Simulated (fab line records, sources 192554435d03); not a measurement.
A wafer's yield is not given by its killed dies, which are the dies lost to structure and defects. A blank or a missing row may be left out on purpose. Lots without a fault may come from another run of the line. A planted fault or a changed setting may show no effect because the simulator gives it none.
Matching of chambers || flow n5Finfet || 4 sister chambers for N5_BEOL_M14_ETCH_59 on rieDiel-04
The step etches BARC in N2/H2, target depth 89 nm, overetch 26.7 nm, time 67.9 s. 8 wafers are shown with their chamber, then 7 later ones without.

WAFERS WITH THEIR CHAMBER
{"wafer": "L081.6", "chamber": 3, "throttleValvePct (%)": 18.19, "showerheadPlenumPTorr (Torr)": 2.62}
{"wafer": "L084.1", "chamber": 0, "throttleValvePct (%)": 18.29, "showerheadPlenumPTorr (Torr)": 2.50}
{"wafer": "L084.4", "chamber": 1, "throttleValvePct (%)": 17.52, "showerheadPlenumPTorr (Torr)": 2.59}
{"wafer": "L086.1", "chamber": 0, "throttleValvePct (%)": 18.31, "showerheadPlenumPTorr (Torr)": 2.50}
{"wafer": "L086.2", "chamber": 3, "throttleValvePct (%)": 18.20, "showerheadPlenumPTorr (Torr)": 2.61}
{"wafer": "L086.3", "chamber": 2, "throttleValvePct (%)": 17.49, "showerheadPlenumPTorr (Torr)": 2.68}
{"wafer": "L090.1", "chamber": 1, "throttleValvePct (%)": 17.55, "showerheadPlenumPTorr (Torr)": 2.58}
{"wafer": "L090.2", "chamber": 2, "throttleValvePct (%)": 17.54, "showerheadPlenumPTorr (Torr)": 2.67}

WAFERS WHOSE CHAMBER IS MISSING
{"wafer": "L090.4", "throttleValvePct (%)": 17.53, "showerheadPlenumPTorr (Torr)": 2.67}
{"wafer": "L093.1", "throttleValvePct (%)": 17.79, "showerheadPlenumPTorr (Torr)": 2.61}
{"wafer": "L093.2", "throttleValvePct (%)": 17.84, "showerheadPlenumPTorr (Torr)": 2.49}
{"wafer": "L093.6", "throttleValvePct (%)": 17.78, "showerheadPlenumPTorr (Torr)": 2.61}
{"wafer": "L094.2", "throttleValvePct (%)": 17.55, "showerheadPlenumPTorr (Torr)": 2.57}
{"wafer": "L094.5", "throttleValvePct (%)": 17.55, "showerheadPlenumPTorr (Torr)": 2.57}
{"wafer": "L094.6", "throttleValvePct (%)": 17.83, "showerheadPlenumPTorr (Torr)": 2.49}

THE CHAMBER EACH PASSED THROUGH
{"wafer": "L090.4", "from the rows above": 2, "in truth": 2}
{"wafer": "L093.1", "from the rows above": 1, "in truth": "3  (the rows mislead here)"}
{"wafer": "L093.2", "from the rows above": "can't be placed: 1 or 0", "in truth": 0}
{"wafer": "L093.6", "from the rows above": 1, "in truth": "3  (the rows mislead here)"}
{"wafer": "L094.2", "from the rows above": 1, "in truth": 1}
{"wafer": "L094.5", "from the rows above": 1, "in truth": 1}
{"wafer": "L094.6", "from the rows above": "can't be placed: 1 or 0", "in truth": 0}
Correct placement for 3 of the 7. Can't be placed from these rows: 2 (the true chamber is among the candidates in 2). Placed wrongly: 2.
How it was worked out, from the rows above alone: a wafer's distance from a chamber is the root of the sum, over the readings, of the square of ((its reading less the chamber's mean) divided by the reading's scatter). If the next closest chamber is less than 2 further off than the closest, the wafer can't be placed; otherwise it belongs to the closest. A chamber's mean is the mean of its shown wafers. The scatter: take each reading less its chamber's mean, square it, sum over the shown wafers, divide by the number of wafers less the number of chambers, and take the root.
